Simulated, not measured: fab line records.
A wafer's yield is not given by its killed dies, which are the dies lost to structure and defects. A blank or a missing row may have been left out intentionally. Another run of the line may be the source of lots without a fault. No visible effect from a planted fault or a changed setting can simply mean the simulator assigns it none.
Chamber matching    flow nandHarc    NHARC_A_STAIRCASE_ETCH_169 on rieDiel-04: 4 sister chambers
The step etches the open film in CH3F/O2, target depth 50 nm, time 107.1 s. 4 wafers are shown with their chamber, then 8 later ones without.

## WAFERS, EACH WITH ITS CHAMBER
wafer   chamber  showerheadPlenumPTorr (Torr)
L619.1  1        2.31
L619.2  3        2.50
L619.4  0        2.54
L625.1  2        2.44

## WAFERS WITH NO CHAMBER GIVEN
wafer   showerheadPlenumPTorr (Torr)
L625.2  2.50
L625.5  2.30
L627.2  2.44
L627.3  2.54
L627.4  2.49
L629.1  2.49
L629.3  2.30
L629.4  2.44

## WHICH CHAMBER EACH ONE RAN IN
wafer   from the rows above  in truth
L625.2  3                    3
L625.5  1                    1
L627.2  2                    2
L627.3  0                    0
L627.4  3                    3
L629.1  3                    3
L629.3  1                    1
L629.4  2                    2
8 of 8 placed correctly. Number that these rows cannot place: 0. 0 placed wrongly.
How it was worked out, from the rows above alone: a wafer's distance from a chamber is the root of the sum, over the readings, of the square of ((its reading less the chamber's mean) divided by the reading's scatter). The wafer belongs to the nearest chamber; if the next one is less than 2 further off, it can't be placed. Each chamber's mean is taken over the wafers shown for it. The scatter: with one shown wafer a chamber, the root of the mean of the squares of how far each hidden wafer lies from its nearest shown one.
